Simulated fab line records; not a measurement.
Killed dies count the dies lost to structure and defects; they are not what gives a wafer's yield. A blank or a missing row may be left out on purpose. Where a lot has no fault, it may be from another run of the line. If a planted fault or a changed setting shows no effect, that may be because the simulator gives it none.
One fault seen from 3 desks | flow n5_finfet | numbers are kept per desk, each desk with only its own; the story behind them comes last

## THE DEFECT DESK
Per lot, the means of the sampled wafers with a number show what the inspections along the route counted. Any lot whose mean is over 4 standard deviations away from the usual mean is out of limits and marked OUT; that distance is given in the brackets.
Columns: A = raw_defect_count at N5_BEOL_M5_INSPECT_30, usual 409
lot  | first seen here | A
L142 | day 9 05:35     | 360
L150 | day 10 15:19    | 466
L156 | day 12 01:50    | 313
L158 | day 12 22:01    | 438
L163 | day 13 16:55    | 237
This desk's verdict: no lot among the 5 shows anything out of limits.

## FROM THE METROLOGY DESK
Means of the sampled wafers that have a number, per lot and without regard to the tool the lot ran on: this is what the gauges read. Any lot whose mean is over 4 standard deviations away from the usual mean is out of limits and marked OUT; that distance is given in the brackets.
Columns: A = cd_nm at N5_BEOL_M5_CD_MEAS_28, usual 30.61 nm; B = V4_OVL at N5_BEOL_M5_OVL_MEAS_29, usual -0.4 nm
lot  | first seen here | A     | B
L142 | day 9 05:29     | 30.89 | -0.4
L150 | day 10 15:13    | 30.46 | 0.1
L156 | day 12 01:45    | 30.39 | 0.1
L158 | day 12 21:56    | 30.69 | -0.2
L163 | day 13 16:50    | 30.66 | -0.1
This desk's verdict: no lot among the 5 shows anything out of limits.

## AT THE TOOL OWNER'S DESK: rie_diel-02
The tool's own readings at N5_BEOL_M5_VIA_ETCH_34 (etches SiCOH lowk in C4F6/O2, target depth 88.3 nm, time 39.2 s): means of the sampled wafers that have a number, for each lot that ran on this tool. Any lot whose mean is over 4 standard deviations away from the usual mean is out of limits and marked OUT; that distance is given in the brackets.
Columns: A = bias_w at N5_BEOL_M5_VIA_ETCH_34, usual 185.0 W; B = drypump_motor_current_A at N5_BEOL_M5_VIA_ETCH_34, usual 5.8 A; C = oes_product_au at N5_BEOL_M5_VIA_ETCH_34, usual 0.80 a.u.; D = rf_fwd_power_W at N5_BEOL_M5_VIA_ETCH_34, usual 340.0 W; E = rf_vpp_V at N5_BEOL_M5_VIA_ETCH_34, usual 661 V; F = showerhead_plenum_p_Torr at N5_BEOL_M5_VIA_ETCH_34, usual 2.87 Torr; G = throttle_valve_pct at N5_BEOL_M5_VIA_ETCH_34, usual 20.85 %
lot  | first seen here | A               | B   | C    | D     | E   | F    | G
L150 | day 10 15:54    | 177.1 (-14) OUT | 5.5 | 0.81 | 339.7 | 639 | 3.00 | 20.78
L163 | day 13 17:08    | 185.1           | 6.2 | 0.78 | 341.6 | 654 | 2.81 | 21.00
This desk finds L150 out of limits, L150 being first, at day 10 15:54 (bias_w at N5_BEOL_M5_VIA_ETCH_34). L163: within limits.

## PUT TOGETHER
The tool owner's desk could have raised an alarm at day 10 15:54, on L150.
The defect desk saw nothing out of limits.
Nothing out of limits was seen by the metrology desk.
The defect desk has L150 on record, within its limits.
The metrology desk holds a record of L150, inside its limits.
Of the lots named, all ran N5_BEOL_M5_VIA_ETCH_34 on rie_diel-02.

## WHAT WAS PUT IN BY THE SIMULATOR
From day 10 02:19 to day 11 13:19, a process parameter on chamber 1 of rie_diel-02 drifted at N5_BEOL_M5_VIA_ETCH_34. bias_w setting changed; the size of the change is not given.
Struck lots among those shown: L150.
Each desk's first reading out of limits, in hours after the fault started: the tool owner's desk, 14.
